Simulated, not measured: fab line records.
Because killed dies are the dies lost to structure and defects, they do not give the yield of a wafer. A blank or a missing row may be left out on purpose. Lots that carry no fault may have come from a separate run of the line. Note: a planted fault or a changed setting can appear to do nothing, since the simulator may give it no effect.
fab line records    flow n5_finfet
record: lots: 7  wafers: 21  last_day: 17
route steps=1938 shown SD_EPI_N@289 SD_EPI_P@295
lots that met no fault: taken from a fault-free run of the same line
start_h: hours from the record's opening day to when the first of the lot's shown wafers began    wait_h: time in hours since the lot's previous step    " identical to the entry in the row above    L1.1+2: one row covering several wafers at once    - value missing, or start not given    * or withheld: withheld    < > ~ a bound
route shown NAME@n: a module of which the file shows steps, and the number in the route of the first    usual: mean/standard deviation of fault-free wafers    same: alike in all rows    chamber/n: place in a boat    sites: readings site by site    _std_site: their standard deviation    _edge_site: outer sites' mean less inner sites'    radius_mm: how far each site lies from the wafer's centre    mask NAME#n: copy n    behind: the last tool/chamber to shape the wafer    hold: why the lot was held/for how many hours/how that ended    device: names the non-switching transistor (n, p or np)    end of line: tests run on the same wafers once the route is complete    for a step that has no rows: nothing shown but its recipe    killed: dies lost to structure and defects at the first sort, not the wafer's yield    map: a wafer's dies, x killed, . not, _ none there
set.NAME: the setting that was run; set.NAME@STEP: the one run at that earlier step    model.NAME: the simulator's own value behind a step, which no gauge read
lots at some steps of the route; a table a step, a row a wafer
services: a tool's chamber out of use, with start hour (start_h, from the record's first day; less than 0 if before it), hours out, and reason
== steps ==
step: N5_SD_EPI_N_EPI_MEAS_23
recipe: mode: xrd
usual: thk_nm: 58.9/1
lot.wafer  tool           chamber  start_h  wait_h  thk_nm
L930.1     film_metro-02  -        120.08   1.9     59.4
L930.2     "              -        "        "       58.7
L930.3     "              -        "        "       58.2
L931.2     film_metro-02  -        126.60   1.2     59.0
L931.5     "              -        "        "       59.4
L931.6     "              -        "        "       57.7
L932.1     film_metro-01  -        131.45   1.4     57.9
L932.3     "              -        "        "       58.6
L932.4     "              -        "        "       59.3
L933.3     film_metro-02  -        135.72   0.9     58.7
L933.4     "              -        "        "       59.4
L933.5     "              -        "        "       59.9
L937.3     film_metro-02  -        162.88   1.2     59.7
L937.4     "              -        "        "       56.8
L937.5     "              -        "        "       59.2
L938.2     film_metro-02  -        167.49   1.5     59.5
L938.5     "              -        "        "       60.3
L938.6     "              -        "        "       58.3
L942.1     film_metro-01  -        193.14   1.4     58.3
L942.4     "              -        "        "       59.1
L942.5     "              -        "        "       59.1
step: N5_SD_EPI_N_PRECLEAN_24
recipe: chemistry: O3/DIW  time_s: 60  temp_c: 22  o3_ppm: 10
step: N5_SD_EPI_N_SRD_25
recipe: time_s: 30  temp_c: 23  rinse_liquid: diw  dry: ipa_marangoni
step: N5_SD_EPI_N_PRECLEAN_49
recipe: chemistry: NF3:NH3  afs_cycles: 1  temp_c: 30  time_s: 20  sublimation_temp_c: 180  sublimation_time_s: 60  pressure_torr: 3  rf_power_w: 30
step: N5_SD_EPI_N_LINER_46
recipe: material: SiNx  target_thk_a: 30  temp_c: 400  ald_precursor_family: SiH2I2  ald_co_reactant: N2/H2-plasma  pressure_torr: 2
usual: heater_power_w: 890/130
lot.wafer  tool        chamber  start_h  wait_h  heater_power_w
L930.1     ald_sin-03  2        120.45   0.2     924
L930.2     "           0        "        "       887
L930.3     "           1        "        "       747
L931.2     ald_sin-02  3        127.91   1.1     1096
L931.5     "           0        "        "       893
L931.6     "           1        "        "       818
L932.1     ald_sin-02  2        131.84   0.2     917
L932.3     "           3        "        "       1066
L932.4     "           1        "        "       841
L933.3     ald_sin-04  1        136.48   0.6     1116
L933.4     "           0        "        "       904
L933.5     "           3        "        "       883
L937.3     ald_sin-03  3        163.18   0.1     743
L937.4     "           0        "        "       910
L937.5     "           2        "        "       983
L938.2     ald_sin-04  2        167.79   0.1     675
L938.5     "           1        "        "       1078
L938.6     "           2        "        "       692
L942.1     ald_sin-02  3        193.46   0.2     1055
L942.4     "           1        "        "       837
L942.5     "           1        "        "       837
step: N5_SD_EPI_N_INSPECT_26
recipe: inspect_instrument: darkfield  mode: post_epi
usual: raw_defect_count: 212/46
lot.wafer  tool               chamber  start_h  wait_h  raw_defect_count
L930.1     defect_inspect-02  -        120.70   0.1     202
L930.2     "                  -        "        "       236
L930.3     "                  -        "        "       267
L931.2     defect_inspect-02  -        128.16   0.1     292
L931.5     "                  -        "        "       274
L931.6     "                  -        "        "       245
L932.1     defect_inspect-01  -        132.09   0.1     182
L932.3     "                  -        "        "       138
L932.4     "                  -        "        "       190
L933.3     defect_inspect-01  -        136.74   0.1     244
L933.4     "                  -        "        "       291
L933.5     "                  -        "        "       204
L937.3     defect_inspect-02  -        163.43   0.1     269
L937.4     "                  -        "        "       223
L937.5     "                  -        "        "       215
L938.2     defect_inspect-02  -        168.05   0.1     224
L938.5     "                  -        "        "       298
L938.6     "                  -        "        "       160
L942.1     defect_inspect-01  -        193.71   0.1     134
L942.4     "                  -        "        "       119
L942.5     "                  -        "        "       191
step: N5_SD_EPI_P_COAT_34
recipe: resist: SOC  temp_c: 250  time_s: 60  spin_rpm: 1500  resist_thk_nm: 350
step: N5_SD_EPI_P_COAT_35
recipe: resist: SiARC  temp_c: 220  time_s: 60  spin_rpm: 1500  resist_thk_nm: 35
step: N5_SD_EPI_P_COAT_03
recipe: resist: CAR-ArF-block  spin_rpm: 1500  resist_thk_nm: 150
step: N5_SD_EPI_P_EBR_05
recipe: solvent: PGMEA  ebr_width_mm: 1.5
step: N5_SD_EPI_P_SOFTBAKE_04
recipe: temp_c: 110  time_s: 60  resist: CAR-ArF-block
step: N5_SD_EPI_P_EXPOSE_06
recipe: mask_id: SD_P_BLK  na: 1.35  source_shape: conventional  sigma_outer: 0.8  polarization: unpolarized  target_cd_nm: 240  dose_mj: 39.5
step: N5_SD_EPI_P_PEB_07
recipe: peb_temp_c: 110  peb_time_s: 60  resist: CAR-ArF-block
usual: chill_plate_temp_C: 22.96/0.11  exhaust_pa: 44.8/0.79
lot.wafer  tool            chamber  start_h  wait_h  chill_plate_temp_C  exhaust_pa
L930.1     litho_track-04  0        121.03   0.1     23.00               45.6
L930.2     "               0        "        "       23.10               44.4
L930.3     "               0        "        "       23.15               44.6
L931.2     litho_track-01  -        128.37   0.0     -                   -
L931.5     "               -        "        "       -                   -
L931.6     "               -        "        "       -                   -
L932.1     litho_track-03  -        132.42   0.1     -                   -
L932.3     "               -        "        "       -                   -
L932.4     "               -        "        "       -                   -
L933.3     litho_track-01  -        137.07   0.0     -                   -
L933.4     "               -        "        "       -                   -
L933.5     "               -        "        "       -                   -
L937.3     litho_track-04  0        163.77   0.0     22.79               44.5
L937.4     "               0        "        "       22.79               45.0
L937.5     "               0        "        "       22.97               46.5
L938.2     litho_track-03  0        168.25   0.0     22.88               43.7
L938.5     "               0        "        "       22.91               43.4
L938.6     "               0        "        "       22.71               43.1
L942.1     litho_track-01  0        194.05   0.1     22.98               43.9
L942.4     "               0        "        "       22.85               45.0
L942.5     "               0        "        "       22.87               45.2
step: N5_SD_EPI_P_DEVELOP_08
recipe: develop_time_s: 30  developer: TMAH  resist: CAR-ArF-block  dev_temp_c: 23  rinse_liquid: diw  dry: air_spin
== services ==
tool            chamber  start_h  hours  kind
ald_sin-03      0        99.54    -      clean
ald_sin-03      1        99.54    -      clean
ald_sin-03      2        99.54    -      clean
ald_sin-03      3        99.54    -      clean
litho_track-03  -        115.09   -      consumable_replace:filter
litho_track-01  -        161.72   -      consumable_replace:filter
litho_track-01  -        175.14   -      consumable_replace:filter
ald_sin-03      -        183.57   6.1    pm
== key ==
first_sign: step: N5_SD_EPI_P_PEB_07  reading: tool_record  direction: missing
effect none on later readings
met_at N5_SD_EPI_P_PEB_07
struck_wafers L931.2,L931.5,L931.6,L932.1,L932.3,L932.4,L933.3,L933.4,L933.5
later_rows_left_out L931.2,L931.5,L931.6,L932.1,L932.3,L932.4,L933.3,L933.4,L933.5
sort_left_out L931.2,L931.5,L931.6,L932.1,L932.3,L932.4,L933.3,L933.4,L933.5
tester_left_out L931,L932,L933
fault: kind: skipped_step_whole  tool: litho_track-01,litho_track-03  chamber: -  onset_h: 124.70  steps: N5_SD_EPI_P_PEB_07  scope: struck_lots_only
tester_left_out: of these lots the tester's yield and bins aren't shown, on N5 and GAA mostly nor the transistor test; their killed dies are dies lost to structure and defects alone, not to doping, threshold or leakage, so they don't give the yield
sort_left_out: the simulated sort isn't trusted on such a fault, so these wafers' sort isn't shown, and their yield isn't known
later_rows_left_out: the simulator's readings of these wafers behind a module that went badly wrong aren't trusted and aren't shown, but for the sort
